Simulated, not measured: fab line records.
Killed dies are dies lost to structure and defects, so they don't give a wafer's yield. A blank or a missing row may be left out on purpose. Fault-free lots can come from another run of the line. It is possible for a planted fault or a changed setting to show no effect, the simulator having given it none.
Matching of chambers + flow n5_finfet + N5_MOL_CONTACT_COAG_ALD_123 on ald_sin-01 has 4 sister chambers
The step deposits SiNx, target thk 5 nm, pulse time 1 s, purge time 2 s. 16 wafers are shown with their chamber, then 8 later ones without.

## WAFERS, EACH WITH ITS CHAMBER
| wafer  | chamber | heater_power_w (W) | precursor_pulse_height_rel |
|--------|---------|--------------------|----------------------------|
| L085.2 | 0       | 851                | 1.023                      |
| L085.5 | 1       | 834                | 1.005                      |
| L085.6 | 2       | 939                | 0.965                      |
| L086.1 | 1       | 835                | 1.010                      |
| L086.3 | 2       | 913                | 0.975                      |
| L086.4 | 0       | 848                | 1.031                      |
| L088.3 | 2       | 931                | 0.957                      |
| L088.5 | 3       | 929                | 1.022                      |
| L088.6 | 0       | 854                | 1.000                      |
| L089.4 | 1       | 839                | 1.032                      |
| L089.5 | 1       | 847                | 0.994                      |
| L089.6 | 2       | 948                | 0.981                      |
| L091.1 | 1       | 818                | 1.017                      |
| L091.2 | 0       | 840                | 1.037                      |
| L091.3 | 2       | 946                | 1.012                      |
| L091.4 | 3       | 935                | 0.991                      |

SIGNATURES (averages over the wafers above)
| reading                    | chamber 0 | chamber 1 | chamber 2 | chamber 3 | scatter within a chamber |
|----------------------------|-----------|-----------|-----------|-----------|--------------------------|
| heater_power_w             | 848.25    | 834.60    | 935.40    | 932.00    | 10.7                     |
| precursor_pulse_height_rel | 1.02275   | 1.01160   | 0.97800   | 1.00650   | 0.0179                   |
Rule: for a wafer and a chamber, the distance is found by dividing, reading by reading, the gap between the wafer's reading and the chamber's mean by the reading's scatter, squaring, summing and taking the root. If the next closest chamber is less than 2 further off than the closest, the wafer can't be placed; otherwise it belongs to the closest. The scatter: take each reading less its chamber's mean, square it, sum over the shown wafers, divide by the number of wafers less the number of chambers, and take the root.

## WAFERS WITHOUT THEIR CHAMBER
| wafer  | heater_power_w (W) | precursor_pulse_height_rel |
|--------|--------------------|----------------------------|
| L091.5 | 951                | 1.031                      |
| L091.6 | 933                | 1.002                      |
| L094.1 | 900                | 1.013                      |
| L094.2 | 820                | 1.007                      |
| L094.6 | 917                | 1.047                      |
| L097.1 | 923                | 1.019                      |
| L097.3 | 824                | 1.006                      |
| L097.5 | 825                | 0.987                      |

## WHICH CHAMBER EACH ONE RAN IN
| wafer  | from the rows above          | in truth |
|--------|------------------------------|----------|
| L091.5 | can't be placed: 3 or 2      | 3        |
| L091.6 | can't be placed: 3 or 2      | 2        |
| L094.1 | can't be placed: 3 or 2 or 0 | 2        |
| L094.2 | can't be placed: 1 or 0      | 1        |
| L094.6 | can't be placed: 3 or 2      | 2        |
| L097.1 | can't be placed: 3 or 2      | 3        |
| L097.3 | can't be placed: 1 or 0      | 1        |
| L097.5 | can't be placed: 1 or 0      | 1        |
Correctly placed: 0 of 8. From these rows, 8 cannot be placed; in 8 the true chamber is one of the candidates. Placed wrongly: 0.
